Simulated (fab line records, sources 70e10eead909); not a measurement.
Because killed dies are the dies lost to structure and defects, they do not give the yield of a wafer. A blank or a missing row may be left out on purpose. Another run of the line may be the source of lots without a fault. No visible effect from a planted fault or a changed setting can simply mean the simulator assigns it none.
Struck lot and sound lot, side by side / flow nand harc / 15 out of 1302 route steps
Sound: the wafers L679.3, L679.5, L679.6. Struck: wafer L693.2 (left out: L693.6, a lot-mate that was not struck); the cause follows at the end.
Per side, at each step with rows, come the tool, then ch with its chambers, and then its first start. Under that, the readings that differ: sound wafers / struck wafers / difference of the means / sigmas: that difference in standard deviations of wafers without a fault.
alike: words and numbers the same on both sides, and readings whose means are apart by under 2 such deviations; not compared: readings that were withheld, readings missing a value for some wafer, numbers with overlapping values and no deviation given by the record, and bounds like >300 which may hide the same value.
The two part at a step that has a row with sigmas, a row that says differs or no value, or rows on one side only. Numbers that don't overlap but have no deviation are shown without sigmas and don't part them. A reading missing from all wafers of one side parts the sides only when that side holds two or more wafers.

first, 6 steps without rows for these wafers: NHARC_A_BLC_COAT_04 (resist thk 90 nm); NHARC_A_BLC_SOFTBAKE_05 (time 55 s); NHARC_A_BLC_EBR_06; NHARC_A_BLC_EXPOSE_07 (exposes mask A BLC, target cd 100 nm); NHARC_A_BLC_PEB_08 (peb time 65 s); NHARC_A_BLC_DEVELOP_09 (develop time 35 s).
NHARC_A_BLC_CD_MEAS_10: the cd target is 100 nm.
  sound on cd sem-01 ch 0, day 23 10:25; struck on cd sem-02 ch 0, day 28 06:40
  alike: cd nm
NHARC_A_BLC_OVL_MEAS_11:
  sound on overlay-02, day 23 10:29; struck on overlay-02, day 28 06:46
  alike: overlay x nm, overlay y nm
NHARC_A_BLC_INSPECT_12:
  sound on defect inspect-02, day 23 10:32; struck on defect inspect-01, day 28 06:48
  alike: raw defect count
NHARC_A_BLC_DESCUM_15: chemistry O2, time 3 s.
  sound on rie diel-09 ch 0,2,3, day 23 10:36; struck on rie diel-06 ch 3, day 28 06:54
  alike: chamber pressure mTorr, drypump motor current A, oes product au, rf vpp V, showerhead plenum p Torr, throttle valve pct
  not compared: rf hours counter h
NHARC_A_BLC_ETCH_16: etches the open film in CF4, target depth 39 nm, time 65 s.
  sound on rie diel-09 ch 0,1,3, day 23 10:41; struck on rie diel-06 ch 1, day 28 06:58
  alike: chamber pressure mTorr, drypump motor current A, oes product au, rf vpp V, showerhead plenum p Torr, throttle valve pct
  not compared: rf hours counter h
NHARC_A_BLC_ETCH_17: etches the open film in N2/H2, target depth 390 nm, time 609.38 s.
  sound: rie diel-09 ch 0,3; struck: rie diel-06 ch 2
reading=rf vpp V (V); sound=432.7 434.7 430.8; struck=425.1; difference=-7.6; sigmas=-3
reading=showerhead plenum p Torr (Torr); sound=2.12 2.12 2.00; struck=1.87; difference=-0.21; sigmas=-3
  alike: chamber pressure mTorr, drypump motor current A, oes product au, throttle valve pct
  not compared: rf hours counter h
NHARC_A_BLC_ETCH_18: etches the open film in C4F8/O2/Ar, target depth 910 nm.
  sound on rie diel-09 ch 0,2,3, day 23 11:16; struck on rie diel-06 ch 1, day 28 07:31
reading=oes product au (a.u.); sound=0.980 0.958 0.961; struck=0.862; difference=-0.104; sigmas=-5
  alike: chamber pressure mTorr, rf vpp V
  not compared: rf hours counter h
NHARC_A_BLC_CD_MEAS_19:
  sound on cd sem-03, day 23 11:33; struck on cd sem-01, day 28 07:50
  alike: cd nm
NHARC_END_SORT_01:
  sound on prober-01 ch 0, day 25 08:23; struck on prober-02 ch 0, day 30 02:49
reading=killed at array; sound=74 82 76; struck=673; difference=+596; sigmas=+37
reading=killed dies; sound=79 86 80; struck=677; difference=+595; sigmas=+37
  alike: killed at other, killed at periphery, killed open, killed short

WHERE THEY PART
Last at NHARC_END_SORT_01 as far as this record goes, first at NHARC_A_BLC_ETCH_17.

WHY: what the simulator had put in
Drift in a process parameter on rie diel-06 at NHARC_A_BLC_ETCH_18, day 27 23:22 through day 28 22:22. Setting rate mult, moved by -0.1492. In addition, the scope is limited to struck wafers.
